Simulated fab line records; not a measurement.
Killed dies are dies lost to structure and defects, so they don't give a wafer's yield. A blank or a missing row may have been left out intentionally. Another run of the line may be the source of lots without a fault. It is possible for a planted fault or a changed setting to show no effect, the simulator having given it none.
Split-lot experiment | flow n5 finfet | route with 1938 steps; 7 lots, 21 wafers read

ABOUT THE SPLIT
At N5_BEOL_M6_EXPOSE_25 (exposes mask V5, target cd 40 nm), the setting dose mj was moved away from the recipe's 45 on 5 of the 21 wafers read, by -5.3% to +6.0%. All remaining wafers had this setting at the recipe value.

FROM THE SPLIT TO THE READING: what the file shows between them, 2 steps
- N5_BEOL_M6_PEB_26: peb time 60 s
- N5_BEOL_M6_DEVELOP_27: develop time 30 s

THE READING
cd nm (nm) at N5_BEOL_M6_CD_MEAS_28, where the cd target is 40 nm. Fault-free wafers of this fab line usually give 40.02 nm, standard deviation 0.23 nm.

wafer  | tool, chamber at the split | dose mj as run | against the recipe | cd nm, nm | against lot-mates on the recipe
L080.1 | euv scanner-01, 0          | 45             | recipe             | 40.00     | -
L080.2 | euv scanner-01, 0          | 45             | recipe             | 39.93     | -
L080.5 | euv scanner-01, 0          | 45             | recipe             | 39.88     | -
L081.3 | euv scanner-02, 0          | 47.69          | +6.0%              | 41.46     | +1.52
L081.4 | euv scanner-02, 0          | 45             | recipe             | 39.94     | -
L081.6 | euv scanner-02, 0          | 47.69          | +6.0%              | 41.48     | +1.54
L084.1 | euv scanner-02, 0          | 45             | recipe             | 39.84     | -
L084.4 | euv scanner-02, 0          | 45             | recipe             | 40.04     | -
L084.5 | euv scanner-02, 0          | 47.22          | +4.9%              | 41.24     | +1.30
L088.1 | euv scanner-02, 0          | 45             | recipe             | 40.44     | -
L088.2 | euv scanner-02, 0          | 45             | recipe             | 40.26     | -
L088.3 | euv scanner-02, 0          | 45             | recipe             | 40.34     | -
L091.1 | euv scanner-02, 0          | 45             | recipe             | 40.08     | -
L091.5 | euv scanner-02, 0          | 43.04          | -4.4%              | 38.82     | -1.23
L091.6 | euv scanner-02, 0          | 45             | recipe             | 40.03     | -
L093.1 | euv scanner-02, 0          | 45             | recipe             | 39.85     | -
L093.2 | euv scanner-02, 0          | 45             | recipe             | 39.91     | -
L093.5 | euv scanner-02, 0          | 45             | recipe             | 40.03     | -
L095.3 | euv scanner-02, 0          | 45             | recipe             | 40.18     | -
L095.4 | euv scanner-02, 0          | 42.63          | -5.3%              | 38.95     | -1.12
L095.6 | euv scanner-02, 0          | 45             | recipe             | 39.97     | -

FIT RESULTS
A straight line over all 21 wafers: cd nm changes by +0.239 nm for each +1% of dose mj; r = +0.97; the points scatter about the line by 0.17 nm.
The same after taking each lot's own level away (the mean of its wafers on the recipe; 21 wafers): +0.252 nm for each +1%; r = +0.99; scatter 0.088 nm.
That fit puts the effect of the largest move of dose mj on the reading at 1.5 nm.
Measured against the standard deviation above, the lots' own levels, which go from 39.930 to 40.347 nm, span 1.8 times it.
The two slopes are in agreement: the lot-to-lot level therefore moves the slope only a little.
Check: for one of the wafers moved furthest among these (+6.0%), held out of the fit, the line's prediction against its lot-mates is +1.51 nm. Against them it came out at +1.52 nm.

ADDITIONAL SPLITS CARRIED BY THESE WAFERS
Note: prior to the reading, these wafers also went through further splits. Each is held against what the fit with the lots' levels taken away leaves over:
other split on the same wafers | wafers away from the commonest value | r with cd nm (lot level and that fit taken away)
N5_BEOL_M0_ETCH_138 source w   | 9                                    | +0.55
N5_BEOL_M2_DESCUM_16 time s    | 3                                    | -0.23
N5_BEOL_M3_ILD_DEP_00 time s   | 6                                    | +0.27
N5_BEOL_M5_COAT_74 spin rpm    | 7                                    | +0.11
N5_BEOL_M5_COAT_22 spin rpm    | 7                                    | -0.03
N5_BEOL_M6_ETCH_62 time s      | 7                                    | -0.57

THE WHOLE CHAIN: every reading that the file lists as answering this split, in the file's order
step                  | what it does                                                        | reading                                                        | change (the file's fit)               | r (the file's)
N5_BEOL_M6_CD_MEAS_28 | target cd 40 nm                                                     | cd nm                                                          | +0.252 nm for each +1% of the setting | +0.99
N5_BEOL_M6_DESCUM_33  | chemistry O2, time 7 s                                              | BEOL_M6.cd nm (the simulator's own value, which no gauge read) | +0.199 nm for each +1% of the setting | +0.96
N5_BEOL_M6_ETCH_72    | etches underlayer in N2/H2, target depth 6.5 nm, time 5.2 s         | BEOL_M6.cd nm (the simulator's own value, which no gauge read) | +0.219 nm for each +1% of the setting | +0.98
N5_BEOL_M6_ETCH_65    | etches SiARC in CF4, target depth 15.6 nm, time 26 s                | BEOL_M6.cd nm (the simulator's own value, which no gauge read) | +0.225 nm for each +1% of the setting | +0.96
N5_BEOL_M6_ETCH_66    | etches SOC in N2/H2, target depth 80 nm, overetch 16 nm, time 120 s | BEOL_M6.cd nm (the simulator's own value, which no gauge read) | +0.236 nm for each +1% of the setting | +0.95

FILE'S OWN FIT
cd nm changes by +0.252 nm for each +1% of dose mj, r = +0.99.
